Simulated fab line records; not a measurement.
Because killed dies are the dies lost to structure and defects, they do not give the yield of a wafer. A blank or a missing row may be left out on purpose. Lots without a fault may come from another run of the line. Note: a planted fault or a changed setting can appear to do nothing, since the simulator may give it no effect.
A lot that was struck, set against a sound lot + flow nand harc + 15 steps out of a route of 1302
Sound: wafers L704.2, L704.4, L704.6. Struck: wafer L699.6; the same lot's L699.2 was not struck, so it is left out; see the end for the cause.
Order at every step that has rows: each side's tool, ch and its chambers, its first start. Under that, the readings that differ: sound wafers + struck wafers + difference of the means + sigmas: that difference in standard deviations of wafers without a fault.
alike: readings whose means differ by less than 2 such deviations, and words and numbers that are the same on both sides. not compared: withheld readings, readings that some wafer has no value for, bounds like >300 that may hide the same value, and numbers for which the record gives no deviation and whose values overlap.
A row with sigmas, a row that says differs or no value, or rows on one side alone: a step with any of these is where the two part. Non-overlapping numbers with no deviation appear without sigmas and do not part them. A reading that every wafer of one side lacks parts them only if that side has two wafers or more.

first, 1 step without rows for these wafers: NHARC_A_ONON_D1_DEP_09 (target thk 1000 nm).
NHARC_A_ONON_D1_THK_MEAS_11: measures by ellipsometry.
  sound: film metro-02 at day 16 12:56; struck: film metro-02 at day 14 14:43
  alike: thk nm
after that, 1 step with no rows for these wafers: NHARC_A_ONON_D1_DEP_12 (target thk 1000 nm).
NHARC_A_ONON_D1_THK_MEAS_14: measures by ellipsometry.
  sound: film metro-02 at day 16 13:31; struck: film metro-02 at day 14 15:16
  alike: thk nm
then, 2 steps without rows for these wafers: NHARC_A_ONON_D1_ANNEAL_15 (time 3600 s); NHARC_A_ONON_D1_DEP_16 (target thk 1000 nm).
NHARC_A_ONON_D1_THK_MEAS_18: measures by ellipsometry.
  sound: film metro-01 at day 16 19:13; struck: film metro-01 at day 14 23:04
  alike: thk nm
after that, 1 step with no rows for these wafers: NHARC_A_ONON_D1_DEP_19 (target thk 1000 nm).
NHARC_A_ONON_D1_THK_MEAS_21: measures by ellipsometry.
  sound: film metro-01 at day 16 19:52; struck: film metro-01 at day 14 23:38
  alike: thk nm
after that, 1 step with no rows for these wafers: NHARC_A_ONON_D1_DEP_22 (target thk 1000 nm).
NHARC_A_ONON_D1_THK_MEAS_24: measures by ellipsometry.
  sound: film metro-01 at day 16 20:26; struck: film metro-01 at day 15 00:13
| reading     | sound          | struck | difference | sigmas |
|-------------|----------------|--------|------------|--------|
| thk nm (nm) | 1007 1007 1006 | 992    | -15        | -2     |
NHARC_A_ONON_D1_DEP_25: target thk 1000 nm.
  sound on pecvd onon-04 ch 0, day 16 20:32; struck on pecvd onon-02 ch 0, day 15 00:19
NHARC_A_ONON_D1_THK_MEAS_27: measures by ellipsometry.
  sound: film metro-01 at day 16 21:00; struck: film metro-02 at day 15 00:46
| reading     | sound          | struck | difference | sigmas |
|-------------|----------------|--------|------------|--------|
| thk nm (nm) | 1007 1005 1007 | 1542   | +536       | +70    |
after that, 1 step with no rows for these wafers: NHARC_A_ONON_D1_DEP_28 (target thk 1000 nm).
-- jump in the record: it breaks off in module A_ONON_D1 and resumes in module END (first step shown: number 1302 of the route), and 16 days separate the struck wafers' starts before and after --
NHARC_END_SORT_01:
  sound on prober-01 ch 0, day 32 21:18; struck on prober-02 ch 0, day 30 22:50
| reading         | sound    | struck | difference | sigmas |
|-----------------|----------|--------|------------|--------|
| killed at array | 69 73 84 | 676    | +601       | +35    |
| killed dies     | 73 80 91 | 677    | +596       | +35    |
  alike: killed at other, killed at periphery, killed open, killed short

## WHERE THEY PART
Last at NHARC_END_SORT_01 as far as this record goes, first at NHARC_A_ONON_D1_THK_MEAS_24.

WHY: what the simulator had put in
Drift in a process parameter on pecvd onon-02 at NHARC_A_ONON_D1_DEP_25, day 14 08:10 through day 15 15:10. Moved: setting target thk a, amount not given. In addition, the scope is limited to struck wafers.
